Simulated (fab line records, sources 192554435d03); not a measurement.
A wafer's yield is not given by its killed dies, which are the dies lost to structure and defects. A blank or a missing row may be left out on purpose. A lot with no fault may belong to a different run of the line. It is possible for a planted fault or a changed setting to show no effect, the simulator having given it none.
fab line records || flow n5_finfet
record: {"lots": 6, "wafers": 17, "last_day": 17}
route steps=1938 shown BEOL_M4@1079
lots that met no fault: taken from a fault-free run of the same line
start_h: hours from the record's first day to the start of the lot's first wafer shown || wait_h: hours elapsed since this lot's preceding step || " identical to the entry in the row above || L1.1+2: several wafers, shown together as one row || - no value, or no start was given || * or withheld: withheld || < > ~ a bound
route shown NAME@n: NAME is a module with steps in the file, n the number in the route of the first one || usual: mean/standard deviation of fault-free wafers || same: alike in all rows || chamber/n: place in a boat || sites: the reading at each site || _std_site: the values' standard deviation || _edge_site: outer sites' mean less inner sites' || radius_mm: for every site, how far away it sits from the centre of the wafer || mask NAME#n: copy n || behind: the last tool/chamber to shape the wafer || hold: reason for holding the lot/hours on hold/outcome of the hold || device: which transistor (n, p or np) failed to switch || end of line: the same wafers' tests at the end of the route || step lacking rows: just its recipe || killed: count of dies lost to structure and defects at first sort (not the wafer's yield) || map: dies across one wafer; x = killed, . = not, _ = none there
set.NAME: the run value of the setting; set.NAME@STEP: its run value at that earlier step || model.NAME: the simulator's own value behind a step, which no gauge read
lots at selected steps of the route; one table per step, one row per wafer
services: when a tool's chamber went out of use (start_h, in hours from the record's first day, below 0 if earlier), for how many hours, and the reason
== steps ==
step: N5_BEOL_M4_DEGAS_44
recipe: {"ambient": "vacuum", "temp_c": 250, "time_s": 60}
usual: {"heater_power_w": "329/44"}
{"lot.wafer": "L599.1", "tool": "pvd_sputter-01", "chamber": "-", "start_h": 198.72, "wait_h": 0.7, "heater_power_w": 303}
{"lot.wafer": "L599.3", "tool": "pvd_sputter-01", "chamber": "-", "start_h": 198.72, "wait_h": 0.7, "heater_power_w": 267}
{"lot.wafer": "L599.5", "tool": "pvd_sputter-01", "chamber": "-", "start_h": 198.72, "wait_h": 0.7, "heater_power_w": 294}
{"lot.wafer": "L602.1", "tool": "pvd_sputter-02", "chamber": "-", "start_h": 211.60, "wait_h": 0.8, "heater_power_w": 368}
{"lot.wafer": "L602.4", "tool": "pvd_sputter-02", "chamber": "-", "start_h": 211.60, "wait_h": 0.8, "heater_power_w": 349}
{"lot.wafer": "L602.6", "tool": "pvd_sputter-02", "chamber": "-", "start_h": 211.60, "wait_h": 0.8, "heater_power_w": 371}
{"lot.wafer": "L607.4", "tool": "pvd_sputter-01", "chamber": "-", "start_h": 240.41, "wait_h": 0.1, "heater_power_w": 269}
{"lot.wafer": "L607.6", "tool": "pvd_sputter-01", "chamber": "-", "start_h": 240.41, "wait_h": 0.1, "heater_power_w": 318}
{"lot.wafer": "L610.4", "tool": "pvd_sputter-01", "chamber": "-", "start_h": 258.25, "wait_h": 0.4, "heater_power_w": 294}
{"lot.wafer": "L610.5", "tool": "pvd_sputter-01", "chamber": "-", "start_h": 258.25, "wait_h": 0.4, "heater_power_w": 293}
{"lot.wafer": "L610.6", "tool": "pvd_sputter-01", "chamber": "-", "start_h": 258.25, "wait_h": 0.4, "heater_power_w": 307}
{"lot.wafer": "L615.1", "tool": "pvd_sputter-02", "chamber": "-", "start_h": 296.70, "wait_h": 0.7, "heater_power_w": 368}
{"lot.wafer": "L615.4", "tool": "pvd_sputter-02", "chamber": "-", "start_h": 296.70, "wait_h": 0.7, "heater_power_w": 369}
{"lot.wafer": "L615.5", "tool": "pvd_sputter-02", "chamber": "-", "start_h": 296.70, "wait_h": 0.7, "heater_power_w": 374}
{"lot.wafer": "L616.2", "tool": "pvd_sputter-02", "chamber": "-", "start_h": 299.88, "wait_h": 0.3, "heater_power_w": 274}
{"lot.wafer": "L616.3", "tool": "pvd_sputter-02", "chamber": "-", "start_h": 299.88, "wait_h": 0.3, "heater_power_w": 359}
{"lot.wafer": "L616.5", "tool": "pvd_sputter-02", "chamber": "-", "start_h": 299.88, "wait_h": 0.3, "heater_power_w": 349}
step: N5_BEOL_M4_PRE_CLEAN_45
recipe: {"gas": "H2/He", "time_s": 30, "temp_c": 250}
usual: {"heater_power_w": "330/44"}
{"lot.wafer": "L599.1", "tool": "pvd_sputter-01", "chamber": "-", "start_h": 198.76, "wait_h": 0.0, "heater_power_w": 307}
{"lot.wafer": "L599.3", "tool": "pvd_sputter-01", "chamber": "-", "start_h": 198.76, "wait_h": 0.0, "heater_power_w": 272}
{"lot.wafer": "L599.5", "tool": "pvd_sputter-01", "chamber": "-", "start_h": 198.76, "wait_h": 0.0, "heater_power_w": 293}
{"lot.wafer": "L602.1", "tool": "pvd_sputter-02", "chamber": "-", "start_h": 211.64, "wait_h": 0.0, "heater_power_w": 365}
{"lot.wafer": "L602.4", "tool": "pvd_sputter-02", "chamber": "-", "start_h": 211.64, "wait_h": 0.0, "heater_power_w": 354}
{"lot.wafer": "L602.6", "tool": "pvd_sputter-02", "chamber": "-", "start_h": 211.64, "wait_h": 0.0, "heater_power_w": 365}
{"lot.wafer": "L607.4", "tool": "pvd_sputter-01", "chamber": "-", "start_h": 240.45, "wait_h": 0.0, "heater_power_w": 271}
{"lot.wafer": "L607.6", "tool": "pvd_sputter-01", "chamber": "-", "start_h": 240.45, "wait_h": 0.0, "heater_power_w": 320}
{"lot.wafer": "L610.4", "tool": "pvd_sputter-01", "chamber": "-", "start_h": 258.29, "wait_h": 0.0, "heater_power_w": 290}
{"lot.wafer": "L610.5", "tool": "pvd_sputter-01", "chamber": "-", "start_h": 258.29, "wait_h": 0.0, "heater_power_w": 300}
{"lot.wafer": "L610.6", "tool": "pvd_sputter-01", "chamber": "-", "start_h": 258.29, "wait_h": 0.0, "heater_power_w": 305}
{"lot.wafer": "L615.1", "tool": "pvd_sputter-02", "chamber": "-", "start_h": 296.74, "wait_h": 0.0, "heater_power_w": 351}
{"lot.wafer": "L615.4", "tool": "pvd_sputter-02", "chamber": "-", "start_h": 296.74, "wait_h": 0.0, "heater_power_w": 374}
{"lot.wafer": "L615.5", "tool": "pvd_sputter-02", "chamber": "-", "start_h": 296.74, "wait_h": 0.0, "heater_power_w": 375}
{"lot.wafer": "L616.2", "tool": "pvd_sputter-02", "chamber": "-", "start_h": 299.92, "wait_h": 0.0, "heater_power_w": 280}
{"lot.wafer": "L616.3", "tool": "pvd_sputter-02", "chamber": "-", "start_h": 299.92, "wait_h": 0.0, "heater_power_w": 370}
{"lot.wafer": "L616.5", "tool": "pvd_sputter-02", "chamber": "-", "start_h": 299.92, "wait_h": 0.0, "heater_power_w": 351}
step: N5_BEOL_M4_ALD_84
recipe: {"material": "TaN", "target_thk_a": "*", "temp_c": 275, "ald_precursor_family": "PDMAT", "ald_co_reactant": "NH3", "pressure_torr": 3, "carrier_flow_sccm": 1500, "pulse_time_s": 2, "purge_time_s": 3, "co_reactant_purge_time_s": 2, "co_reactant_pulse_time_s": 3, "ald_cycles": 30, "precursor_vessel_temp_c": 75, "precursor_vessel_pressure_torr": 26.25, "precursor_vessel_carrier_sccm": 1000}
step: N5_BEOL_M4_SURFACE_TREAT_85
recipe: {"gas": "Ar", "time_s": "*", "ion_energy_ev": "*", "ion_current_ma_cm2": 0.5, "pressure_mtorr": "*", "ar_flow_sccm": 30}
usual: {"throttle_valve_pct": "*"}
{"lot.wafer": "L599.1", "tool": "pvd_sputter-01", "chamber": "-", "start_h": 199.10, "wait_h": 0.2, "throttle_valve_pct": "*"}
{"lot.wafer": "L599.3", "tool": "pvd_sputter-01", "chamber": "-", "start_h": 199.10, "wait_h": 0.2, "throttle_valve_pct": "*"}
{"lot.wafer": "L599.5", "tool": "pvd_sputter-01", "chamber": "-", "start_h": 199.10, "wait_h": 0.2, "throttle_valve_pct": "*"}
{"lot.wafer": "L602.1", "tool": "pvd_sputter-01", "chamber": "-", "start_h": 212.21, "wait_h": 0.2, "throttle_valve_pct": "*"}
{"lot.wafer": "L602.4", "tool": "pvd_sputter-01", "chamber": "-", "start_h": 212.21, "wait_h": 0.2, "throttle_valve_pct": "*"}
{"lot.wafer": "L602.6", "tool": "pvd_sputter-01", "chamber": "-", "start_h": 212.21, "wait_h": 0.2, "throttle_valve_pct": "*"}
{"lot.wafer": "L607.4", "tool": "pvd_sputter-03", "chamber": "-", "start_h": 240.86, "wait_h": 0.2, "throttle_valve_pct": "*"}
{"lot.wafer": "L607.6", "tool": "pvd_sputter-03", "chamber": "-", "start_h": 240.86, "wait_h": 0.2, "throttle_valve_pct": "*"}
{"lot.wafer": "L610.4", "tool": "pvd_sputter-01", "chamber": "-", "start_h": 260.39, "wait_h": 1.7, "throttle_valve_pct": "*"}
{"lot.wafer": "L610.5", "tool": "pvd_sputter-01", "chamber": "-", "start_h": 260.39, "wait_h": 1.7, "throttle_valve_pct": "*"}
{"lot.wafer": "L610.6", "tool": "pvd_sputter-01", "chamber": "-", "start_h": 260.39, "wait_h": 1.7, "throttle_valve_pct": "*"}
{"lot.wafer": "L615.1", "tool": "pvd_sputter-02", "chamber": "-", "start_h": 297.10, "wait_h": 0.2, "throttle_valve_pct": "*"}
{"lot.wafer": "L615.4", "tool": "pvd_sputter-02", "chamber": "-", "start_h": 297.10, "wait_h": 0.2, "throttle_valve_pct": "*"}
{"lot.wafer": "L615.5", "tool": "pvd_sputter-02", "chamber": "-", "start_h": 297.10, "wait_h": 0.2, "throttle_valve_pct": "*"}
{"lot.wafer": "L616.2", "tool": "pvd_sputter-03", "chamber": "-", "start_h": 300.22, "wait_h": 0.1, "throttle_valve_pct": "*"}
{"lot.wafer": "L616.3", "tool": "pvd_sputter-03", "chamber": "-", "start_h": 300.22, "wait_h": 0.1, "throttle_valve_pct": "*"}
{"lot.wafer": "L616.5", "tool": "pvd_sputter-03", "chamber": "-", "start_h": 300.22, "wait_h": 0.1, "throttle_valve_pct": "*"}
step: N5_BEOL_M4_CVD_47
recipe: {"material": "Co", "target_thk_a": 30, "temp_c": "withheld", "precursor": "CCTBA/H2", "pressure_torr": 30, "time_s": 223.8}
step: N5_BEOL_M4_SPUTTER_48
recipe: {"material": "Cu", "target_thk_a": 45, "temp_c": -20, "chamber_pressure_pa": 0.07, "power_w": "withheld", "time_s": 8.29}
usual: {"throttle_valve_pct": "30.4/1"}
{"lot.wafer": "L599.1", "tool": "pvd_sputter-03", "chamber": "-", "start_h": 199.35, "wait_h": 0.1, "throttle_valve_pct": 30.7}
{"lot.wafer": "L599.3", "tool": "pvd_sputter-03", "chamber": "-", "start_h": 199.35, "wait_h": 0.1, "throttle_valve_pct": 30.9}
{"lot.wafer": "L599.5", "tool": "pvd_sputter-03", "chamber": "-", "start_h": 199.35, "wait_h": 0.1, "throttle_valve_pct": 29.3}
{"lot.wafer": "L602.1", "tool": "pvd_sputter-01", "chamber": "-", "start_h": 212.75, "wait_h": 0.2, "throttle_valve_pct": 28.6}
{"lot.wafer": "L602.4", "tool": "pvd_sputter-01", "chamber": "-", "start_h": 212.75, "wait_h": 0.2, "throttle_valve_pct": 31.2}
{"lot.wafer": "L602.6", "tool": "pvd_sputter-01", "chamber": "-", "start_h": 212.75, "wait_h": 0.2, "throttle_valve_pct": 31.5}
{"lot.wafer": "L607.4", "tool": "pvd_sputter-01", "chamber": "-", "start_h": 241.29, "wait_h": 0.2, "throttle_valve_pct": 29.8}
{"lot.wafer": "L607.6", "tool": "pvd_sputter-01", "chamber": "-", "start_h": 241.29, "wait_h": 0.2, "throttle_valve_pct": 29.7}
{"lot.wafer": "L610.4", "tool": "pvd_sputter-02", "chamber": "-", "start_h": 260.84, "wait_h": 0.3, "throttle_valve_pct": 29.8}
{"lot.wafer": "L610.5", "tool": "pvd_sputter-02", "chamber": "-", "start_h": 260.84, "wait_h": 0.3, "throttle_valve_pct": 32.2}
{"lot.wafer": "L610.6", "tool": "pvd_sputter-02", "chamber": "-", "start_h": 260.84, "wait_h": 0.3, "throttle_valve_pct": 30.2}
{"lot.wafer": "L615.1", "tool": "pvd_sputter-02", "chamber": "-", "start_h": 297.50, "wait_h": 0.1, "throttle_valve_pct": 31.9}
{"lot.wafer": "L615.4", "tool": "pvd_sputter-02", "chamber": "-", "start_h": 297.50, "wait_h": 0.1, "throttle_valve_pct": 29.7}
{"lot.wafer": "L615.5", "tool": "pvd_sputter-02", "chamber": "-", "start_h": 297.50, "wait_h": 0.1, "throttle_valve_pct": 30.5}
{"lot.wafer": "L616.2", "tool": "pvd_sputter-02", "chamber": "-", "start_h": 300.48, "wait_h": 0.1, "throttle_valve_pct": 31.9}
{"lot.wafer": "L616.3", "tool": "pvd_sputter-02", "chamber": "-", "start_h": 300.48, "wait_h": 0.1, "throttle_valve_pct": 29.9}
{"lot.wafer": "L616.5", "tool": "pvd_sputter-02", "chamber": "-", "start_h": 300.48, "wait_h": 0.1, "throttle_valve_pct": 30.1}
step: N5_BEOL_M4_ANNEAL_49
recipe: {"temp_c": 400, "time_s": 240, "ambient": "vacuum"}
step: N5_BEOL_M4_SPUTTER_79
recipe: {"material": "Cu", "target_thk_a": 45, "temp_c": -20, "chamber_pressure_pa": 0.07, "power_w": "withheld", "time_s": 8.29}
step: N5_BEOL_M4_ANNEAL_80
recipe: {"temp_c": 400, "time_s": 240, "ambient": "vacuum"}
step: N5_BEOL_M4_SPUTTER_81
recipe: {"material": "Cu", "target_thk_a": 45, "temp_c": -20, "chamber_pressure_pa": 0.07, "power_w": "withheld", "time_s": 8.29}
step: N5_BEOL_M4_ANNEAL_82
recipe: {"temp_c": 400, "time_s": 240, "ambient": "vacuum"}
step: N5_BEOL_M4_SPUTTER_86
recipe: {"material": "Cu", "target_thk_a": 45, "temp_c": -20, "chamber_pressure_pa": 0.07, "power_w": "withheld", "time_s": 8.29}
usual: {"throttle_valve_pct": "30.4/1"}
{"lot.wafer": "L599.1", "tool": "pvd_sputter-03", "chamber": "-", "start_h": 200.01, "wait_h": 0.1, "throttle_valve_pct": 31.1}
{"lot.wafer": "L599.3", "tool": "pvd_sputter-03", "chamber": "-", "start_h": 200.01, "wait_h": 0.1, "throttle_valve_pct": 30.9}
{"lot.wafer": "L599.5", "tool": "pvd_sputter-03", "chamber": "-", "start_h": 200.01, "wait_h": 0.1, "throttle_valve_pct": 29.3}
{"lot.wafer": "L602.1", "tool": "pvd_sputter-01", "chamber": "-", "start_h": 213.41, "wait_h": 0.1, "throttle_valve_pct": 28.7}
{"lot.wafer": "L602.4", "tool": "pvd_sputter-01", "chamber": "-", "start_h": 213.41, "wait_h": 0.1, "throttle_valve_pct": 31.3}
{"lot.wafer": "L602.6", "tool": "pvd_sputter-01", "chamber": "-", "start_h": 213.41, "wait_h": 0.1, "throttle_valve_pct": 31.6}
{"lot.wafer": "L607.4", "tool": "pvd_sputter-01", "chamber": "-", "start_h": 241.95, "wait_h": 0.1, "throttle_valve_pct": 29.6}
{"lot.wafer": "L607.6", "tool": "pvd_sputter-01", "chamber": "-", "start_h": 241.95, "wait_h": 0.1, "throttle_valve_pct": 29.9}
{"lot.wafer": "L610.4", "tool": "pvd_sputter-02", "chamber": "-", "start_h": 261.50, "wait_h": 0.1, "throttle_valve_pct": 29.9}
{"lot.wafer": "L610.5", "tool": "pvd_sputter-02", "chamber": "-", "start_h": 261.50, "wait_h": 0.1, "throttle_valve_pct": 31.9}
{"lot.wafer": "L610.6", "tool": "pvd_sputter-02", "chamber": "-", "start_h": 261.50, "wait_h": 0.1, "throttle_valve_pct": 30.2}
{"lot.wafer": "L615.1", "tool": "pvd_sputter-02", "chamber": "-", "start_h": 298.16, "wait_h": 0.1, "throttle_valve_pct": 31.9}
{"lot.wafer": "L615.4", "tool": "pvd_sputter-02", "chamber": "-", "start_h": 298.16, "wait_h": 0.1, "throttle_valve_pct": 30.1}
{"lot.wafer": "L615.5", "tool": "pvd_sputter-02", "chamber": "-", "start_h": 298.16, "wait_h": 0.1, "throttle_valve_pct": 30.4}
{"lot.wafer": "L616.2", "tool": "pvd_sputter-02", "chamber": "-", "start_h": 301.14, "wait_h": 0.1, "throttle_valve_pct": 32.1}
{"lot.wafer": "L616.3", "tool": "pvd_sputter-02", "chamber": "-", "start_h": 301.14, "wait_h": 0.1, "throttle_valve_pct": 29.8}
{"lot.wafer": "L616.5", "tool": "pvd_sputter-02", "chamber": "-", "start_h": 301.14, "wait_h": 0.1, "throttle_valve_pct": 29.9}
step: N5_BEOL_M4_ANNEAL_87
recipe: {"temp_c": 400, "time_s": 240, "ambient": "vacuum"}
usual: {"heater_power_w": "813/110", "susceptor_temp_C": "400.02/0.22"}
{"lot.wafer": "L599.1", "tool": "pvd_sputter-03", "chamber": "-", "start_h": 200.09, "wait_h": 0.0, "heater_power_w": 856, "susceptor_temp_C": 400.17}
{"lot.wafer": "L599.3", "tool": "pvd_sputter-03", "chamber": "-", "start_h": 200.09, "wait_h": 0.0, "heater_power_w": 1047, "susceptor_temp_C": 399.68}
{"lot.wafer": "L599.5", "tool": "pvd_sputter-03", "chamber": "-", "start_h": 200.09, "wait_h": 0.0, "heater_power_w": 878, "susceptor_temp_C": 400.02}
{"lot.wafer": "L602.1", "tool": "pvd_sputter-01", "chamber": "-", "start_h": 213.49, "wait_h": 0.0, "heater_power_w": 672, "susceptor_temp_C": 399.83}
{"lot.wafer": "L602.4", "tool": "pvd_sputter-01", "chamber": "-", "start_h": 213.49, "wait_h": 0.0, "heater_power_w": 734, "susceptor_temp_C": 400.00}
{"lot.wafer": "L602.6", "tool": "pvd_sputter-01", "chamber": "-", "start_h": 213.49, "wait_h": 0.0, "heater_power_w": 760, "susceptor_temp_C": 400.19}
{"lot.wafer": "L607.4", "tool": "pvd_sputter-01", "chamber": "-", "start_h": 242.03, "wait_h": 0.0, "heater_power_w": 773, "susceptor_temp_C": 400.22}
{"lot.wafer": "L607.6", "tool": "pvd_sputter-01", "chamber": "-", "start_h": 242.03, "wait_h": 0.0, "heater_power_w": 785, "susceptor_temp_C": 400.42}
{"lot.wafer": "L610.4", "tool": "pvd_sputter-02", "chamber": "-", "start_h": 261.58, "wait_h": 0.0, "heater_power_w": 863, "susceptor_temp_C": 400.09}
{"lot.wafer": "L610.5", "tool": "pvd_sputter-02", "chamber": "-", "start_h": 261.58, "wait_h": 0.0, "heater_power_w": 681, "susceptor_temp_C": 400.55}
{"lot.wafer": "L610.6", "tool": "pvd_sputter-02", "chamber": "-", "start_h": 261.58, "wait_h": 0.0, "heater_power_w": 898, "susceptor_temp_C": 400.09}
{"lot.wafer": "L615.1", "tool": "pvd_sputter-02", "chamber": "-", "start_h": 298.24, "wait_h": 0.0, "heater_power_w": "-", "susceptor_temp_C": "-"}
{"lot.wafer": "L615.4", "tool": "pvd_sputter-02", "chamber": "-", "start_h": 298.24, "wait_h": 0.0, "heater_power_w": "-", "susceptor_temp_C": "-"}
{"lot.wafer": "L615.5", "tool": "pvd_sputter-02", "chamber": "-", "start_h": 298.24, "wait_h": 0.0, "heater_power_w": "-", "susceptor_temp_C": "-"}
{"lot.wafer": "L616.2", "tool": "pvd_sputter-02", "chamber": "-", "start_h": 301.22, "wait_h": 0.0, "heater_power_w": "-", "susceptor_temp_C": "-"}
{"lot.wafer": "L616.3", "tool": "pvd_sputter-02", "chamber": "-", "start_h": 301.22, "wait_h": 0.0, "heater_power_w": "-", "susceptor_temp_C": "-"}
{"lot.wafer": "L616.5", "tool": "pvd_sputter-02", "chamber": "-", "start_h": 301.22, "wait_h": 0.0, "heater_power_w": "-", "susceptor_temp_C": "-"}
step: N5_BEOL_M4_SPUTTER_88
recipe: {"material": "Cu", "target_thk_a": 45, "temp_c": -20, "chamber_pressure_pa": 0.07, "power_w": "withheld", "time_s": 8.29}
step: N5_BEOL_M4_RC_MEAS_101
usual: {"DIBL_N": "35.8/1.5", "DIBL_P": "35.9/1.8", "IOFF_N": "0.152/0.025", "IOFF_P": "0.21/0.031", "ION_N": "672/11", "ION_P": "462/7.4", "SS_N": "71.5/0.52", "SS_P": "73.2/0.54", "VT_N": "250/3", "VT_P": "-250/3.3"}
{"lot.wafer": "L599.1", "tool": "prober-02", "chamber": 0, "start_h": 202.21, "wait_h": 0.0, "DIBL_N[mV/V]": 35.4, "DIBL_P[mV/V]": 34.0, "IOFF_N[nA/um]": 0.139, "IOFF_P[nA/um]": 0.20, "ION_N[uA/um]": 665, "ION_P[uA/um]": 460, "SS_N[mV/dec]": 71.3, "SS_P[mV/dec]": 72.9, "VT_N[mV]": 250, "VT_P[mV]": -247}
{"lot.wafer": "L599.3", "tool": "prober-02", "chamber": 0, "start_h": 202.21, "wait_h": 0.0, "DIBL_N[mV/V]": 37.5, "DIBL_P[mV/V]": 35.9, "IOFF_N[nA/um]": 0.173, "IOFF_P[nA/um]": 0.24, "ION_N[uA/um]": 673, "ION_P[uA/um]": 463, "SS_N[mV/dec]": 71.0, "SS_P[mV/dec]": 73.0, "VT_N[mV]": 247, "VT_P[mV]": -245}
{"lot.wafer": "L599.5", "tool": "prober-02", "chamber": 0, "start_h": 202.21, "wait_h": 0.0, "DIBL_N[mV/V]": 35.8, "DIBL_P[mV/V]": 33.8, "IOFF_N[nA/um]": 0.145, "IOFF_P[nA/um]": 0.21, "ION_N[uA/um]": 669, "ION_P[uA/um]": 463, "SS_N[mV/dec]": 71.4, "SS_P[mV/dec]": 73.2, "VT_N[mV]": 249, "VT_P[mV]": -247}
{"lot.wafer": "L602.1", "tool": "prober-02", "chamber": 0, "start_h": 215.61, "wait_h": 0.0, "DIBL_N[mV/V]": 38.0, "DIBL_P[mV/V]": 38.8, "IOFF_N[nA/um]": 0.173, "IOFF_P[nA/um]": 0.22, "ION_N[uA/um]": 679, "ION_P[uA/um]": 455, "SS_N[mV/dec]": 71.7, "SS_P[mV/dec]": 73.2, "VT_N[mV]": 249, "VT_P[mV]": -252}
{"lot.wafer": "L602.4", "tool": "prober-02", "chamber": 0, "start_h": 215.61, "wait_h": 0.0, "DIBL_N[mV/V]": 36.1, "DIBL_P[mV/V]": 36.2, "IOFF_N[nA/um]": 0.153, "IOFF_P[nA/um]": 0.19, "ION_N[uA/um]": 671, "ION_P[uA/um]": 460, "SS_N[mV/dec]": 71.6, "SS_P[mV/dec]": 72.6, "VT_N[mV]": 249, "VT_P[mV]": -252}
{"lot.wafer": "L602.6", "tool": "prober-02", "chamber": 0, "start_h": 215.61, "wait_h": 0.0, "DIBL_N[mV/V]": 35.3, "DIBL_P[mV/V]": 34.8, "IOFF_N[nA/um]": 0.124, "IOFF_P[nA/um]": 0.16, "ION_N[uA/um]": 658, "ION_P[uA/um]": 453, "SS_N[mV/dec]": 71.0, "SS_P[mV/dec]": 72.3, "VT_N[mV]": 256, "VT_P[mV]": -256}
{"lot.wafer": "L607.4", "tool": "prober-02", "chamber": 0, "start_h": 244.69, "wait_h": 0.5, "DIBL_N[mV/V]": 34.6, "DIBL_P[mV/V]": 34.5, "IOFF_N[nA/um]": 0.126, "IOFF_P[nA/um]": 0.19, "ION_N[uA/um]": 661, "ION_P[uA/um]": 463, "SS_N[mV/dec]": 71.7, "SS_P[mV/dec]": 72.6, "VT_N[mV]": 255, "VT_P[mV]": -253}
{"lot.wafer": "L607.6", "tool": "prober-02", "chamber": 0, "start_h": 244.69, "wait_h": 0.5, "DIBL_N[mV/V]": 34.7, "DIBL_P[mV/V]": 34.0, "IOFF_N[nA/um]": 0.126, "IOFF_P[nA/um]": 0.18, "ION_N[uA/um]": 666, "ION_P[uA/um]": 454, "SS_N[mV/dec]": 71.7, "SS_P[mV/dec]": 73.1, "VT_N[mV]": 253, "VT_P[mV]": -252}
{"lot.wafer": "L610.4", "tool": "prober-01", "chamber": 0, "start_h": 264.18, "wait_h": 0.5, "DIBL_N[mV/V]": 33.9, "DIBL_P[mV/V]": 34.5, "IOFF_N[nA/um]": 0.137, "IOFF_P[nA/um]": 0.21, "ION_N[uA/um]": 658, "ION_P[uA/um]": 459, "SS_N[mV/dec]": 71.7, "SS_P[mV/dec]": 72.7, "VT_N[mV]": 251, "VT_P[mV]": -250}
{"lot.wafer": "L610.5", "tool": "prober-01", "chamber": 0, "start_h": 264.18, "wait_h": 0.5, "DIBL_N[mV/V]": 36.2, "DIBL_P[mV/V]": 36.7, "IOFF_N[nA/um]": 0.179, "IOFF_P[nA/um]": 0.25, "ION_N[uA/um]": 665, "ION_P[uA/um]": 467, "SS_N[mV/dec]": 72.8, "SS_P[mV/dec]": 73.0, "VT_N[mV]": 247, "VT_P[mV]": -245}
{"lot.wafer": "L610.6", "tool": "prober-01", "chamber": 0, "start_h": 264.18, "wait_h": 0.5, "DIBL_N[mV/V]": 36.5, "DIBL_P[mV/V]": 38.1, "IOFF_N[nA/um]": 0.194, "IOFF_P[nA/um]": 0.27, "ION_N[uA/um]": 694, "ION_P[uA/um]": 476, "SS_N[mV/dec]": 72.0, "SS_P[mV/dec]": 73.1, "VT_N[mV]": 247, "VT_P[mV]": -247}
{"lot.wafer": "L615.1", "tool": "prober-02", "chamber": 0, "start_h": 300.36, "wait_h": 0.0, "DIBL_N[mV/V]": 34.1, "DIBL_P[mV/V]": 34.8, "IOFF_N[nA/um]": 0.141, "IOFF_P[nA/um]": 0.20, "ION_N[uA/um]": 655, "ION_P[uA/um]": 454, "SS_N[mV/dec]": 71.6, "SS_P[mV/dec]": 73.6, "VT_N[mV]": 250, "VT_P[mV]": -249}
{"lot.wafer": "L615.4", "tool": "prober-02", "chamber": 0, "start_h": 300.36, "wait_h": 0.0, "DIBL_N[mV/V]": 35.3, "DIBL_P[mV/V]": 36.5, "IOFF_N[nA/um]": 0.157, "IOFF_P[nA/um]": 0.22, "ION_N[uA/um]": 672, "ION_P[uA/um]": 467, "SS_N[mV/dec]": 71.7, "SS_P[mV/dec]": 73.4, "VT_N[mV]": 248, "VT_P[mV]": -248}
{"lot.wafer": "L615.5", "tool": "prober-02", "chamber": 0, "start_h": 300.36, "wait_h": 0.0, "DIBL_N[mV/V]": 37.5, "DIBL_P[mV/V]": 39.3, "IOFF_N[nA/um]": 0.206, "IOFF_P[nA/um]": 0.28, "ION_N[uA/um]": 681, "ION_P[uA/um]": 471, "SS_N[mV/dec]": 71.9, "SS_P[mV/dec]": 74.0, "VT_N[mV]": 247, "VT_P[mV]": -246}
{"lot.wafer": "L616.2", "tool": "prober-01", "chamber": 0, "start_h": 303.50, "wait_h": 0.2, "DIBL_N[mV/V]": 34.3, "DIBL_P[mV/V]": 33.5, "IOFF_N[nA/um]": 0.120, "IOFF_P[nA/um]": 0.19, "ION_N[uA/um]": 653, "ION_P[uA/um]": 455, "SS_N[mV/dec]": 70.4, "SS_P[mV/dec]": 72.2, "VT_N[mV]": 256, "VT_P[mV]": -250}
{"lot.wafer": "L616.3", "tool": "prober-01", "chamber": 0, "start_h": 303.50, "wait_h": 0.2, "DIBL_N[mV/V]": 38.3, "DIBL_P[mV/V]": 38.4, "IOFF_N[nA/um]": 0.200, "IOFF_P[nA/um]": 0.28, "ION_N[uA/um]": 685, "ION_P[uA/um]": 470, "SS_N[mV/dec]": 71.4, "SS_P[mV/dec]": 72.8, "VT_N[mV]": 249, "VT_P[mV]": -244}
{"lot.wafer": "L616.5", "tool": "prober-01", "chamber": 0, "start_h": 303.50, "wait_h": 0.2, "DIBL_N[mV/V]": 33.3, "DIBL_P[mV/V]": 32.8, "IOFF_N[nA/um]": 0.114, "IOFF_P[nA/um]": 0.18, "ION_N[uA/um]": 656, "ION_P[uA/um]": 455, "SS_N[mV/dec]": 70.2, "SS_P[mV/dec]": 72.3, "VT_N[mV]": 252, "VT_P[mV]": -251}
== services ==
{"tool": "pvd_sputter-01", "chamber": "-", "start_h": 260.51, "hours": 3.0, "kind": "repair"}
== key ==
first_sign: {"step": "N5_BEOL_M4_ANNEAL_87", "reading": "tool_record", "direction": "missing"}
effect none on later readings
met_at N5_BEOL_M4_ANNEAL_87
struck_wafers L615.1,L615.4,L615.5,L616.2,L616.3,L616.5
onset_between 261.58 298.24
fault: {"kind": "skipped_step_whole", "tool": "pvd_sputter-02", "chamber": "-", "onset_h": 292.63, "steps": "N5_BEOL_M4_ANNEAL_87", "scope": "struck_lots_only"}
